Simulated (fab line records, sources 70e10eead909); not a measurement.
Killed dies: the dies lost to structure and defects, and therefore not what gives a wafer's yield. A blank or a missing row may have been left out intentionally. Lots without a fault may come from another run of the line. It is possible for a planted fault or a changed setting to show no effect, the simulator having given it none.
8D (eight disciplines) problem report, filled in by code | flow nand harc | the parts of the form that need people (team, actions taken, sign-off) are left out

## 1. THE PROBLEM
Wafers without a fault read 297.6 W, standard deviation 1.2; rf fwd power W at NHARC_P_BONDPAD_ETCH_24 reads a mean of 177.3 W on 6 wafers belonging to 2 lots. That is -99 or more standard deviations from the usual mean.
The step: etches the open film in CF4/N2, target depth 30 nm, time 72.99 s.
Earliest sighting: wafer L580.3 on rie diel-07 at day 10 00:52. The record has a number at this step for 42 wafers belonging to 14 lots. Rule for "out" (also "out of limits"): further than 4 standard deviations from the usual mean. The rest of the wafers with a number are treated as sound.

## 2. WHAT IT IS AND WHAT IT IS NOT
question                    | is                             | is not
which readings at this step | rf fwd power W, oes product au | drypump motor current A, rf vpp V, showerhead plenum p Torr, throttle valve pct
which lots                  | L580, L583                     | L572, L573, L574, L575, L576, L577, L578, L589, L591, L593, L594, L595
which wafers of those lots  | all that have a number         | -
read on which tools         | rie diel-07                    | rie diel-09, rie diel-13
when                        | from day 10 00:52              | up to then (21 sound wafers); but 15 sound wafers of L589, L591, L593, L594, L595 came after

## 3. SUSPECTS, AND WHAT RULES EACH OUT
Counting: a tool at any process step up to the reading remains a suspect when it ran all the lots that are out and ran no sound lot after the first of those.
- rie diel-07 at NHARC_P_BONDPAD_STRIP_15 (strips in O2): ruled out as a lasting fault. Following L580 (day 10 00:43), the first lot on it that is out, the sound lots L591, L593, L594, L595 were run on it.
- rie diel-07 at NHARC_P_BONDPAD_ETCH_24 (etches the open film in CF4/N2, target depth 30 nm, time 72.99 s): ruled out as a lasting fault. Following L580 (day 10 00:52), the first lot on it that is out, the sound lots L591, L593, L594, L595 were run on it.
Left after counting: nothing in the record.

## 4. THE CAUSE (what the simulator had put in)
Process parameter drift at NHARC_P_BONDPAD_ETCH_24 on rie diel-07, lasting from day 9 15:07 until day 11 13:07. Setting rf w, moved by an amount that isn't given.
Counting ruled it out, wrongly.

## 5. SEQUENCE OF EFFECTS, ordered by route
One row per reading whose mean, taken over the struck wafers that have a number, lies over 3 standard deviations from the usual. Readings are gone through only where the record gives a usual standard deviation; hours: the median, over the lots, of the time from a lot's start at the first step in this table giving one to that lot's start at this step; sigmas: the change measured in usual standard deviations.
hours | step                    | reading        | usual      | on struck wafers | change | sigmas
0     | NHARC_P_BONDPAD_ETCH_24 | oes product au | 1.000 a.u. | 0.750            | -0.250 | -31
0     | NHARC_P_BONDPAD_ETCH_24 | rf fwd power W | 297.6 W    | 177.3            | -120.3 | -99 or more
Its process steps:
- NHARC_P_BONDPAD_ETCH_24: etches the open film in CF4/N2, target depth 30 nm, time 72.99 s.

## 6. HOW IT WOULD HAVE BEEN CAUGHT EARLIER
In this record no reading fell out of limits until day 10 00:52, 10 hours after the fault had begun at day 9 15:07.
